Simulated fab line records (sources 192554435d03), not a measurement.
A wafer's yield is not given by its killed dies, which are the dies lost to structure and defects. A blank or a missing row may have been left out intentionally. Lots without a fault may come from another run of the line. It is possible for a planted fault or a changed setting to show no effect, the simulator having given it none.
fab line records    flow n5-finfet    part 2 of 2: steps 22 to 28 of 28
[record] lots = 5  wafers = 15  last-day = 17
route steps=1938 shown MOL_CONTACT_COAG@587
lots that met no fault: taken from a fault-free run of the same line
start-h: start of the lot's first displayed wafer, in hours after the record's first day    wait-h: time in hours since the lot's previous step    " the same as in the row above    L1.1+2: a single row standing in for several wafers    - either no value or no given start    * or withheld: withheld    < > ~ a bound
route shown NAME@n: a module of which the file shows steps, and the number in the route of the first    usual: mean/standard deviation taken from wafers without a fault    same: alike in all rows    chamber/n: place in a boat    sites: per-site readings    _std_site: their standard deviation    _edge_site: the outer-site mean with the inner-site mean subtracted    radius-mm: how far each site lies from the wafer's centre    mask NAME#n: copy n    behind: the most recent tool/chamber to have shaped the wafer    hold: why the lot was held/for how many hours/how that ended    device: names the non-switching transistor (n, p or np)    end of line: the tests these same wafers got at the end of their route    a step without rows: its recipe alone    killed: at the first sort, the dies lost to defects and structure; wafer yield is something else    map: shows each die of a wafer: x if killed, . if not, _ if none is there
set.NAME: the setting that was run; set.NAME@STEP: the one run at that earlier step    model.NAME: the simulator's own value behind a step, which no gauge read
lots seen at some steps along the route; tables by step, rows by wafer
services: a tool's chamber out of use, with start hour (start-h, from the record's first day; less than 0 if before it), hours out, and reason
[[steps]]
[step N5_MOL_CONTACT_COAG_ALD_133]
[recipe] material = SiO2  target-thk-a = 50  temp-c = 100  ald-precursor-family = BDEAS  ald-co-reactant = O2-plasma  pulse-time-s = 1  co-reactant-pulse-time-s = 1  purge-time-s = 2  co-reactant-purge-time-s = 2  ald-cycles = 35  pressure-torr = 2
[usual] heater-power-w = 77/7.1  precursor-pulse-height-rel = 1.001/0.02
lot.wafer  tool        chamber  start-h  wait-h  heater-power-w  precursor-pulse-height-rel  since-wet-clean-h
L084.1     ald-sin-03  2        170.01   0.1     76              0.974                       346
L084.4     "           3        "        "       69              0.999                       346
L084.6     "           0        "        "       69              1.012                       -
L086.2     ald-sin-04  3        181.98   0.4     67              0.993                       83
L086.3     "           0        "        "       86              1.033                       83
L086.4     "           1        "        "       79              1.032                       83
L088.2     ald-sin-04  3        188.45   0.3     66              1.009                       89
L088.3     "           0        "        "       88              0.991                       89
L088.4     "           2        "        "       81              1.002                       89
L090.2     ald-sin-04  0        198.84   0.1     89              1.030                       100
L090.5     "           3        "        "       64              0.989                       -
L090.6     "           2        "        "       79              0.989                       -
L094.2     ald-sin-03  1        222.24   0.1     73              1.006                       31
L094.3     "           3        "        "       69              0.993                       31
L094.4     "           2        "        "       82              1.000                       31
[step N5_MOL_CONTACT_COAG_ETCHBACK_134]
[recipe] chemistry = CHF3  target = SiO2  target-depth-a = 100  time-s = 6.7  ion-energy-ev = 200  pressure-mtorr = 30  source-w = 610  bias-w = 170  Ar_flow_sccm = 200  CHF3_flow_sccm = 50
[usual] chamber-pressure-mTorr = 30.00/0.03  drypump-motor-current-A = 5.8/0.44  oes-product-au = 0.80/0.099  rf-vpp-V = 526/7.5  showerhead-plenum-p-Torr = 2.37/0.086  throttle-valve-pct = 18.75/0.25
lot.wafer  tool         chamber  start-h  wait-h  chamber-pressure-mTorr  drypump-motor-current-A  oes-product-au  rf-hours-counter-h  rf-vpp-V  showerhead-plenum-p-Torr  throttle-valve-pct
L084.1     rie-diel-06  0        170.21   0.1     29.96                   6.5                      0.77            127                 534       2.29                      18.70
L084.4     "            0        "        "       30.01                   6.5                      0.77            -                   534       2.29                      18.70
L084.6     "            3        "        "       30.02                   5.5                      0.92            -                   522       2.34                      18.90
L086.2     rie-diel-06  1        182.27   0.2     30.00                   5.4                      0.93            13                  515       2.32                      18.22
L086.3     "            3        "        "       29.94                   5.6                      0.91            21                  522       2.34                      18.93
L086.4     "            3        "        "       29.98                   5.5                      0.91            -                   521       2.34                      18.91
L088.2     rie-diel-06  0        188.63   0.1     30.05                   6.5                      0.77            135                 534       2.29                      18.71
L088.3     "            3        "        "       30.05                   5.5                      0.91            23                  522       2.34                      18.91
L088.4     "            3        "        "       29.96                   5.5                      0.92            -                   521       2.34                      18.91
L090.2     rie-diel-06  0        199.09   0.2     29.99                   6.5                      0.76            139                 534       2.29                      18.72
L090.5     "            2        "        "       30.02                   5.3                      0.97            -                   538       2.42                      18.43
L090.6     "            1        "        "       30.06                   5.5                      0.91            -                   515       2.32                      18.24
L094.2     rie-diel-01  1        222.42   0.1     29.96                   5.3                      0.70            230                 521       2.26                      19.27
L094.3     "            0        "        "       29.97                   5.5                      0.73            190                 530       2.46                      18.77
L094.4     "            3        "        "       29.96                   5.5                      0.72            208                 525       2.35                      18.71
[step N5_MOL_CONTACT_COAG_ETCH_67]
[recipe] chemistry = N2/H2  target = SOC  target-depth-a = 600  overetch-a = 210  mask-material = SiARC  temp-c = 40  time-s = 101.2  ion-energy-ev = 200  pressure-mtorr = 30  source-w = 840  bias-w = 150  n2-flow-sccm = 200  h2-flow-sccm = 200
[usual] chamber-pressure-mTorr = 30.00/0.039  drypump-motor-current-A = 5.8/0.44  oes-product-au = 0.67/0.078  rf-vpp-V = 523.7/2.7  showerhead-plenum-p-Torr = 2.53/0.093  temp-c = 40.01/0.12  throttle-valve-pct = 17.85/0.25
lot.wafer  tool         chamber  start-h  wait-h  chamber-pressure-mTorr  drypump-motor-current-A  oes-product-au  rf-hours-counter-h  rf-vpp-V  showerhead-plenum-p-Torr  temp-c  throttle-valve-pct
L084.1     rie-diel-06  0        170.24   0.0     29.96                   6.5                      0.65            127                 522.2     2.45                      39.99   17.77
L084.4     "            0        "        "       30.02                   6.5                      0.64            -                   521.3     2.45                      39.93   17.77
L084.6     "            3        "        "       29.96                   5.5                      0.77            -                   522.6     2.49                      40.06   17.99
L086.2     rie-diel-06  1        182.30   0.0     30.01                   5.5                      0.77            13                  522.7     2.50                      40.09   17.44
L086.3     "            3        "        "       29.93                   5.5                      0.74            21                  523.1     2.49                      39.99   18.02
L086.4     "            3        "        "       30.01                   5.5                      0.75            -                   522.3     2.49                      39.91   18.00
L088.2     rie-diel-06  0        188.66   0.0     30.00                   6.5                      0.65            135                 520.2     2.45                      40.14   17.79
L088.3     "            3        "        "       29.98                   5.5                      0.75            23                  522.5     2.49                      39.91   18.01
L088.4     "            3        "        "       30.03                   5.6                      0.75            -                   522.9     2.49                      39.82   18.02
L090.2     rie-diel-06  0        199.12   0.0     29.97                   6.5                      0.65            139                 519.6     2.45                      39.99   17.81
L090.5     "            2        "        "       29.97                   5.4                      0.81            -                   524.9     2.60                      39.82   17.61
L090.6     "            1        "        "       29.98                   5.5                      0.76            -                   522.2     2.50                      39.99   17.46
L094.2     rie-diel-01  1        222.46   0.0     29.99                   5.3                      0.58            230                 520.6     2.41                      40.15   18.41
L094.3     "            0        "        "       29.97                   5.5                      0.61            190                 526.4     2.64                      40.00   17.98
L094.4     "            3        "        "       29.98                   5.5                      0.59            208                 524.0     2.50                      40.05   17.79
[step N5_MOL_CONTACT_COAG_STRIP_68]
[recipe] chemistry = N2/H2  temp-c = 40  n2-flow-sccm = 200  h2-flow-sccm = 200  rf-frequency-hz = 6e+07
lot.wafer   tool         chamber  start-h  wait-h
L084.1+4+6  rie-diel-06  0,0,3    170.31   0.0
L086.2+3+4  rie-diel-06  1,3,3    182.37   0.0
L088.2+3+4  rie-diel-06  0,3,3    188.73   0.0
L090.2+5+6  rie-diel-06  0,2,1    199.19   0.0
L094.2+3+4  rie-diel-01  1,0,3    222.53   0.0
[step N5_MOL_CONTACT_COAG_STRIP_69]
[recipe] chemistry = N2/H2  temp-c = 40  n2-flow-sccm = 200  h2-flow-sccm = 200  rf-frequency-hz = 6e+07
lot.wafer   tool         chamber  start-h  wait-h
L084.1+4+6  rie-diel-06  0,0,3    170.32   0.0
L086.2+3+4  rie-diel-06  1,3,3    182.38   0.0
L088.2+3+4  rie-diel-06  0,3,3    188.74   0.0
L090.2+5+6  rie-diel-06  0,2,1    199.20   0.0
L094.2+3+4  rie-diel-01  1,0,3    222.54   0.0
[step N5_MOL_CONTACT_COAG_ETCHBACK_136]
[recipe] chemistry = CHF3  target = SiO2  target-depth-a = 250  time-s = 16.7  ion-energy-ev = 200  pressure-mtorr = 30  source-w = 610  bias-w = 170  Ar_flow_sccm = 200  CHF3_flow_sccm = 50
[usual] chamber-pressure-mTorr = 30.002/0.029  drypump-motor-current-A = 5.8/0.44  oes-product-au = 0.80/0.099  rf-vpp-V = 526/7.6  showerhead-plenum-p-Torr = 2.37/0.086  throttle-valve-pct = 18.75/0.24
lot.wafer  tool         chamber  start-h  wait-h  chamber-pressure-mTorr  drypump-motor-current-A  oes-product-au  rf-hours-counter-h  rf-vpp-V  showerhead-plenum-p-Torr  throttle-valve-pct
L084.1     rie-diel-06  0        170.33   0.0     29.956                  6.5                      0.76            127                 533       2.29                      18.70
L084.4     "            0        "        "       29.995                  6.5                      0.77            -                   533       2.29                      18.70
L084.6     "            3        "        "       29.993                  5.5                      0.92            -                   523       2.34                      18.91
L086.2     rie-diel-06  1        182.39   0.0     30.029                  5.5                      0.92            13                  515       2.32                      18.20
L086.3     "            3        "        "       29.958                  5.5                      0.90            21                  522       2.34                      18.90
L086.4     "            3        "        "       30.060                  5.5                      0.90            -                   524       2.34                      18.91
L088.2     rie-diel-06  0        188.75   0.0     30.000                  6.5                      0.77            135                 533       2.29                      18.72
L088.3     "            3        "        "       30.008                  5.6                      0.90            23                  520       2.34                      18.91
L088.4     "            3        "        "       30.009                  5.5                      0.89            -                   521       2.34                      18.91
L090.2     rie-diel-06  0        199.21   0.0     29.953                  6.5                      0.76            139                 534       2.29                      18.72
L090.5     "            2        "        "       30.017                  5.3                      0.97            -                   537       2.42                      18.43
L090.6     "            1        "        "       29.983                  5.5                      0.92            -                   515       2.32                      18.23
L094.2     rie-diel-01  1        222.55   0.0     30.013                  5.3                      0.70            230                 520       2.26                      19.28
L094.3     "            0        "        "       29.992                  5.5                      0.72            190                 528       2.46                      18.77
L094.4     "            3        "        "       29.993                  5.5                      0.72            208                 527       2.35                      18.71
[step N5_MOL_CONTACT_COAG_STRIP_120]
[recipe] chemistry = CHF3  resist = SiARC  rf-frequency-hz = 6e+07
lot.wafer   tool         chamber  start-h  wait-h
L084.1+4+6  rie-diel-06  0,0,3    170.36   0.0
L086.2+3+4  rie-diel-06  1,3,3    182.42   0.0
L088.2+3+4  rie-diel-06  0,3,3    188.78   0.0
L090.2+5+6  rie-diel-06  0,2,1    199.24   0.0
L094.2+3+4  rie-diel-01  1,0,3    222.57   0.0
[[services]]
tool            chamber  start-h  hours  kind
ald-sin-04      3        162.91   8.3    repair
rie-diel-06     2        166.95   -      clean
rie-diel-06     2        166.95   -      consumable-replace:focus-ring
rie-diel-06     2        166.95   22.3   scheduled-down
rie-diel-06     2        166.95   22.3   vent-cycle
ald-sin-03      -        177.52   14.0   pm
ald-sin-03      0        177.52   14.0   vent-cycle
ald-sin-03      1        177.52   14.0   vent-cycle
ald-sin-03      2        177.52   14.0   vent-cycle
ald-sin-03      3        177.52   14.0   vent-cycle
rie-diel-03     2        177.94   5.5    repair
rie-diel-03     1        183.66   -      clean
rie-diel-03     1        183.66   -      consumable-replace:focus-ring
rie-diel-03     1        183.66   31.7   scheduled-down
rie-diel-03     1        183.66   31.7   vent-cycle
euv-scanner-02  -        186.36   0.5    repair
euv-scanner-02  0        189.80   -      calibration
euv-scanner-02  -        193.91   1.0    pm
litho-track-03  -        197.49   -      consumable-replace:filter
rie-diel-06     0        200.50   16.6   repair
rie-diel-03     -        205.84   0.2    repair
ald-sin-03      0        209.43   8.8    repair
euv-scanner-02  -        212.56   4.6    pm
rie-diel-03     2        220.89   7.3    repair
